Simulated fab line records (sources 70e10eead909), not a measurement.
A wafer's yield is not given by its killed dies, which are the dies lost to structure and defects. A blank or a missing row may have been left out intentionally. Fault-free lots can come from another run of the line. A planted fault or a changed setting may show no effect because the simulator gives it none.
fab line records	flow nand-harc
record lots=11	wafers=32	last-day=24
route steps=1159 shown A_M1@1040 END@1159
lots untouched by any fault: they come from a run of this same line in which no faults occurred
start-h: the number of hours between the record's first day and the start of the first shown wafer of the lot	wait-h: hours elapsed since this lot's preceding step	" same as the row above	L1.1+2: one row covering several wafers at once	- no value, or no start given	* or withheld: withheld	< > ~ a bound
route shown NAME@n: a module of which the file shows steps, and the number in the route of the first	usual: average and standard deviation across the fault-free wafers	same: alike in all rows	chamber/n: place in a boat	sites: each site's reading	_std_site: standard deviation of those values	_edge_site: inner sites' mean taken away from outer sites' mean	radius-mm: for every site, how far away it sits from the centre of the wafer	mask NAME#n: copy n	behind: the most recent tool/chamber to have shaped the wafer	hold: what put the lot on hold/how long, in hours/how the hold closed	device: transistor that didn't switch, given as n, p or np	end of line: the route-end tests of the same wafers	where a step has no rows: the recipe by itself	killed: at the first sort, the dies lost to defects and structure; wafer yield is something else	map: a wafer's dies, x killed, . not, _ none there
set.NAME: the setting that was run; set.NAME@STEP: the one run at that earlier step	model.NAME: the simulator's own value behind a step, which no gauge read
the route's steps for a sample of lots (tables are steps, rows are wafers)
services: a tool's chamber out of use, with start hour (start-h, from the record's first day; less than 0 if before it), hours out, and reason
## steps
# step NHARC_A_M1_ETCH_35
# recipe target-depth-a=400	overetch-a=120	time-s=43.94	ion-energy-ev=200	n2-flow-sccm=150	h2-flow-sccm=150	ar-flow-sccm=0	rf-w=400	bias-w=150	chemistry=N2/H2
# usual drypump-motor-current-A=5.8/0.38	oes-product-au=1.002/0.0073	rf-vpp-V=431/3.3	showerhead-plenum-p-Torr=2.05/0.12	throttle-valve-pct=14.171/0.0093
lot.wafer	tool	chamber	start-h	wait-h	drypump-motor-current-A	oes-product-au	rf-hours-counter-h	rf-vpp-V	showerhead-plenum-p-Torr	throttle-valve-pct
L101.1	rie-diel-10	2	407.73	0.1	5.5	0.998	3	435	2.20	14.163
L101.6	"	3	"	"	5.6	1.010	-	429	1.98	14.167
L101.5	"	0	"	"	5.6	1.004	-	435	2.19	14.173
L999.2	rie-diel-10	1	408.84	0.1	5.9	1.003	4	426	1.90	14.173
L999.4	"	2	"	"	5.5	1.009	3	434	2.20	14.186
L999.1	"	3	"	"	5.6	1.023	3	429	1.98	14.160
L103.3	rie-diel-01	2	410.05	0.1	6.6	1.000	2	428	1.96	14.159
L103.2	"	3	"	"	6.0	1.006	2	432	2.11	14.179
L103.1	"	1	"	"	5.1	0.998	2	433	2.15	14.162
L102.2	rie-diel-09	0	413.19	0.1	6.1	1.004	12	434	2.18	14.183
L102.1	"	2	"	"	5.8	0.997	12	429	2.00	14.177
L102.6	"	3	"	"	5.8	1.014	-	434	2.19	14.172
L104.2	rie-diel-01	2	437.79	0.1	6.5	1.008	3	429	1.96	14.182
L104.6	"	0	"	"	6.1	1.001	-	429	1.91	14.172
L104.5	"	1	"	"	5.0	1.006	-	433	2.15	14.185
L105.1	rie-diel-01	2	450.33	0.1	6.5	0.995	3	429	1.96	14.173
L105.6	"	2	"	"	6.5	0.990	-	427	1.96	14.183
L105.5	"	3	"	"	6.0	1.010	-	432	2.11	14.160
L107.4	rie-diel-01	2	460.48	0.1	6.5	1.005	3	428	1.95	14.160
L107.6	"	2	"	"	6.5	1.001	-	429	1.96	14.167
L107.5	"	3	"	"	6.0	1.016	-	432	2.11	14.173
L108.4	rie-diel-09	3	470.88	0.1	5.9	1.006	2	436	2.19	14.169
L108.6	"	0	"	"	6.1	1.011	-	433	2.17	14.178
L109.2	rie-diel-10	3	471.03	0.1	5.6	1.015	8	431	1.98	14.166
L109.4	"	0	"	"	5.6	1.001	10	435	2.19	14.177
L109.6	"	2	"	"	5.5	1.011	-	435	2.19	14.172
L112.3	rie-diel-10	2	504.01	0.1	5.5	1.008	11	434	2.19	14.176
L112.4	"	0	"	"	5.6	1.005	13	436	2.18	14.163
L112.5	"	2	"	"	5.5	1.005	-	434	2.19	14.158
L120.3	rie-diel-10	3	539.82	0.1	5.6	0.999	0	429	1.98	14.166
L120.4	"	1	"	"	5.9	0.999	0	428	1.89	14.163
L120.6	"	0	"	"	5.6	0.985	-	435	2.18	14.167
# step NHARC_A_M1_PVD_20
# recipe target-thk-a=50	bias-v=168.6	power-w=15000	chamber-pressure-pa=0.12	time-s=8.06	substrate-temp-c=50	material=TaN
# usual bias-v=168.7/1.5	chamber-pressure-pa=0.11999/0.00025	throttle-valve-pct=30.3/1.1
lot.wafer	tool	chamber	start-h	wait-h	bias-v	chamber-pressure-pa	throttle-valve-pct
L101.1	pvd-sputter-01	-	-	-	168.4	0.1199	30.9
L101.6	"	-	"	"	169.4	0.11966	29.8
L101.5	"	-	"	"	168.7	0.12032	30.7
L999.4	pvd-sputter-03	-	-	-	167.9	0.11974	29.8
L999.2	"	-	"	"	170.4	0.1202	30.5
L999.1	"	-	"	"	169.5	0.12032	28.9
L103.2	pvd-sputter-01	-	-	-	167.5	0.12	30.8
L103.3	"	-	"	"	166.4	0.11992	31.7
L103.1	"	-	"	"	171.0	0.11968	29.6
L102.1	pvd-sputter-02	-	-	-	168.6	0.12013	28.0
L102.2	"	-	"	"	166.0	0.12012	30.6
L102.6	"	-	"	"	167.4	0.12024	30.1
L104.2	pvd-sputter-03	-	-	-	170.9	0.12009	28.5
L104.6	"	-	"	"	170.6	0.11966	30.4
L104.5	"	-	"	"	166.7	0.12035	28.9
L105.1	pvd-sputter-02	-	-	-	167.9	0.11988	30.0
L105.5	"	-	"	"	170.7	0.12042	29.7
L105.6	"	-	"	"	169.7	0.12022	30.5
L107.4	pvd-sputter-01	-	-	-	168.7	0.11979	30.9
L107.6	"	-	"	"	169.0	0.11986	30.8
L107.5	"	-	"	"	167.4	0.12021	31.3
L108.4	pvd-sputter-01	-	-	-	168.8	0.11968	30.9
L108.6	"	-	"	"	168.6	0.11994	30.7
L109.2	pvd-sputter-02	-	-	-	166.4	0.11999	30.1
L109.4	"	-	"	"	170.7	0.12024	27.9
L109.6	"	-	"	"	168.4	0.12001	29.4
L112.3	pvd-sputter-02	-	-	-	168.6	0.11982	27.6
L112.4	"	-	"	"	172.4	0.12004	29.9
L112.5	"	-	"	"	168.3	0.12024	30.0
L120.4	pvd-sputter-01	-	-	-	167.6	0.12005	32.1
L120.3	"	-	"	"	170.5	0.11997	28.8
L120.6	"	-	"	"	167.7	0.11986	32.2
# step NHARC_A_M1_ANNEAL_31
# recipe temp-c=225	time-s=90
# usual anneal-temp-c=225.00/0.17	anneal-temp-c-max=226.2/0.42	wafer_temp_C_max=226.6/0.39
lot.wafer	tool	chamber	start-h	wait-h	anneal-temp-c	anneal-temp-c-max	wafer_temp_C_max
L101.1	rtp-anneal-01	0	409.39	-	224.74	226.0	226.6
L101.5	"	0	"	"	225.01	225.9	226.1
L101.6	"	0	"	"	225.04	225.9	225.8
L999.1	rtp-anneal-02	0	410.54	-	224.69	226.6	226.5
L999.2	"	0	"	"	224.72	226.3	227.4
L999.4	"	0	"	"	224.76	226.1	226.9
L103.1	rtp-anneal-01	0	411.74	-	224.95	225.9	226.5
L103.2	"	0	"	"	224.72	225.9	226.5
L103.3	"	0	"	"	224.90	226.0	226.4
L102.1	rtp-anneal-01	0	414.86	-	224.97	225.8	226.3
L102.2	"	0	"	"	225.08	225.9	226.0
L102.6	"	0	"	"	224.92	226.0	226.4
L104.2	rtp-anneal-02	0	439.54	-	225.35	227.0	227.1
L104.5	"	0	"	"	224.99	226.3	226.6
L104.6	"	0	"	"	225.38	227.1	226.6
L105.1	rtp-anneal-02	0	452.38	-	224.92	226.5	226.4
L105.5	"	0	"	"	224.99	227.0	226.9
L105.6	"	0	"	"	224.95	226.4	227.1
L107.4	rtp-anneal-01	0	462.59	0.3	224.90	225.7	226.2
L107.5	"	0	"	"	225.02	226.0	226.1
L107.6	"	0	"	"	224.89	225.8	226.8
L108.4	rtp-anneal-02	0	472.70	0.3	224.94	226.7	226.1
L108.6	"	0	"	"	224.98	226.1	227.2
L109.2	rtp-anneal-02	0	473.06	0.3	224.83	226.3	227.6
L109.4	"	0	"	"	224.88	226.4	226.9
L109.6	"	0	"	"	225.14	226.7	226.4
L112.3	rtp-anneal-02	0	505.94	-	225.18	226.5	226.4
L112.4	"	0	"	"	225.00	226.4	226.4
L112.5	"	0	"	"	224.94	226.8	226.4
L120.3	rtp-anneal-02	0	541.60	0.3	225.13	226.5	227.0
L120.4	"	0	"	"	225.12	226.8	226.2
L120.6	"	0	"	"	224.77	226.2	226.4
# step NHARC_A_M1_DEP_33
# recipe target-thk-a=300	temp-c=370	target-thk-nm=30	pressure-torr=3	flow-sccm=200	rf-w=450	material=SiCN
# usual heater-power-w=561/88	rf-fwd-power-W=449.2/1.4	susceptor-temp-C=370.00/0.22
lot.wafer	tool	chamber	start-h	wait-h	heater-power-w	rf-fwd-power-W	since-wet-clean-h	susceptor-temp-C
L101.1	pecvd-02	1	410.38	0.1	565	449.1	63	370.18
L101.6	"	2	"	"	537	449.3	-	369.97
L101.5	"	0	"	"	623	447.8	-	369.79
L999.1	pecvd-04	0	411.50	0.1	614	448.7	22	370.32
L999.2	"	2	"	"	470	450.1	22	370.02
L999.4	"	1	"	"	563	449.0	-	370.26
L103.1	pecvd-04	0	412.71	0.1	537	448.3	23	370.18
L103.3	"	1	"	"	527	449.4	23	369.88
L103.2	"	2	"	"	467	448.3	23	370.13
L102.1	pecvd-02	2	415.82	0.1	622	450.0	68	370.50
L102.2	"	1	"	"	595	450.1	68	369.96
L102.6	"	2	"	"	630	449.6	-	370.13
L104.2	pecvd-02	0	440.53	0.1	628	446.8	93	369.93
L104.5	"	1	"	"	563	449.1	-	369.95
L104.6	"	2	"	"	553	451.9	-	370.10
L105.1	pecvd-04	0	453.39	0.1	504	446.0	64	369.91
L105.5	"	0	"	"	506	444.5	-	370.05
L105.6	"	1	"	"	605	448.1	-	370.15
L107.5	pecvd-04	0	463.53	0.2	573	449.0	-	369.91
L107.6	"	1	"	"	584	451.0	-	369.65
L107.4	"	2	"	"	460	448.3	-	370.08
L108.6	pecvd-04	2	473.68	0.2	440	378.0	-	370.05
L108.4	"	0	"	"	579	375.7	-	369.95
L109.2	pecvd-04	1	474.06	0.1	562	377.4	84	370.00
L109.6	"	0	"	"	549	376.1	-	370.09
L109.4	"	1	"	"	571	377.5	-	370.05
L112.3	pecvd-03	2	506.99	0.2	814	448.7	-	370.25
L112.4	"	1	"	"	610	447.9	-	370.23
L112.5	"	1	"	"	621	448.8	-	370.28
L120.3	pecvd-02	1	542.57	0.1	666	448.9	13	369.89
L120.6	"	1	"	"	667	446.7	-	370.14
L120.4	"	2	"	"	632	449.4	-	369.73
# step NHARC_END_SORT_01
# recipe temp-c=25
# usual defect-limited-yield=94.9/1.7	killed-at-array=31/12	killed-at-other=0.6/0.85	killed-at-periphery=3.0/2.3	killed-dies=35/12	killed-open=3.2/1.9	killed-short=1.8/1.4	sort_bin_2_pct=1.6/0.7	sort_bin_3_pct=0.28/0.22	sort_bin_4_pct=3.3/1.2	sort-n-pass=642/12	sort-rim-yield-pct=97.7/1.5	sort-yield-pct=94.9/1.7
# same gross-dies=677	sort_bin_5_pct[%]=0	sort_bin_6_pct[%]=0	sort_bin_7_pct[%]=0	sort_bin_8_pct[%]=0	sort-rim-n-gross=106.00
lot.wafer	tool	chamber	start-h	wait-h	defect-limited-yield[%]	killed-at-array	killed-at-other	killed-at-periphery	killed-dies	killed-open	killed-short	sort_bin_2_pct[%]	sort_bin_3_pct[%]	sort_bin_4_pct[%]	sort-n-pass	sort-rim-yield-pct[%]	sort-yield-pct[%]
L107.4	prober-01	0	503.30	3.4	94.7	34	0	2	36	4	2	1.5	0.59	3.2	641	95.3	94.7
L107.5	prober-01	0	504.09	3.7	93.5	40	1	3	44	2	1	1.8	0.44	4.3	633	99.1	93.5
L107.6	prober-01	0	504.89	4.0	95.0	32	0	2	34	4	0	1.6	0.44	3.0	643	97.2	95.0
# killed by level:class
L107.4 A_SLIT:chamber-film-flake=13 A_CHANNEL_HOLE_D1:chamber-film-flake=9 A_STAIRCASE:chamber-film-flake=3 A_CONTACT:chamber-film-flake=3 P_M2:geometric-particle:open=1 A_CHANNEL_FILL_D1:geometric-particle:open=1 A_SGD_CUT:geometric-particle:open=1 A_SLIT:geometric-particle:short=1
L107.5 A_CHANNEL_HOLE_D1:chamber-film-flake=16 A_SLIT:chamber-film-flake=16 A_CONTACT:chamber-film-flake=3 A_STAIRCASE:chamber-film-flake=2 P_CONTACT:geometric-particle:open=1 A_ONON_D1:geometric-particle:open=1 A_CONTACT:geometric-particle:short=1 P_ZERO_WELL:chamber-film-flake=1
L107.6 A_SLIT:chamber-film-flake=12 A_CHANNEL_HOLE_D1:chamber-film-flake=9 A_STAIRCASE:chamber-film-flake=4 A_CONTACT:geometric-particle:open=2 P_ZERO_WELL:chamber-film-flake=2 A_WL_FILL:chamber-film-flake=2 A_WL_FILL:geometric-particle:open=1 A_BLC:geometric-particle:open=1
## services
tool	chamber	start-h	hours	kind
pecvd-04	0	389.80	-	clean
pecvd-04	1	389.80	-	clean
pecvd-04	-	391.06	0.7	repair
pvd-sputter-02	-	392.00	10.0	pm
rie-diel-10	3	394.40	7.7	repair
pvd-sputter-03	-	397.46	2.7	repair
rie-diel-10	3	417.55	8.8	repair
pecvd-03	-	423.70	0.7	repair
rie-diel-09	-	431.37	9.0	pm
pvd-sputter-03	-	439.51	8.0	repair
rie-diel-09	3	451.47	6.1	repair
pvd-sputter-02	-	453.76	7.9	repair
pvd-sputter-03	-	458.00	10.0	pm
pecvd-03	1	461.32	16.6	repair
rie-diel-09	2	461.54	2.1	repair
pecvd-03	-	473.00	13.0	pm
rie-diel-09	0	483.58	23.2	repair
rie-diel-01	-	491.80	9.0	pm
pecvd-03	0	504.35	4.1	repair
pecvd-02	-	511.29	5.7	repair
pvd-sputter-01	-	514.04	10.0	pm
pecvd-02	-	516.99	13.0	pm
rie-diel-10	-	530.57	9.0	pm
rie-diel-10	3	540.11	1.9	repair
## key
first-sign step=NHARC_A_M1_DEP_33	reading=rf-fwd-power-W	direction=down	sigmas=50	usual=*	struck=*
effect none on later readings
met-at NHARC_A_M1_DEP_33
struck-lots L108,L109
not-acting-at NHARC_A_M1_ETCH_35,NHARC_A_M1_PVD_20,NHARC_A_M1_ANNEAL_31
fault kind=process-parameter-drift	tool=pecvd-04	chamber=-	onset-h=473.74	steps=NHARC_A_M1_DEP_33	channel=rf-w	offset=*	shape=step	end-h=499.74	acts-in=*	stated=*
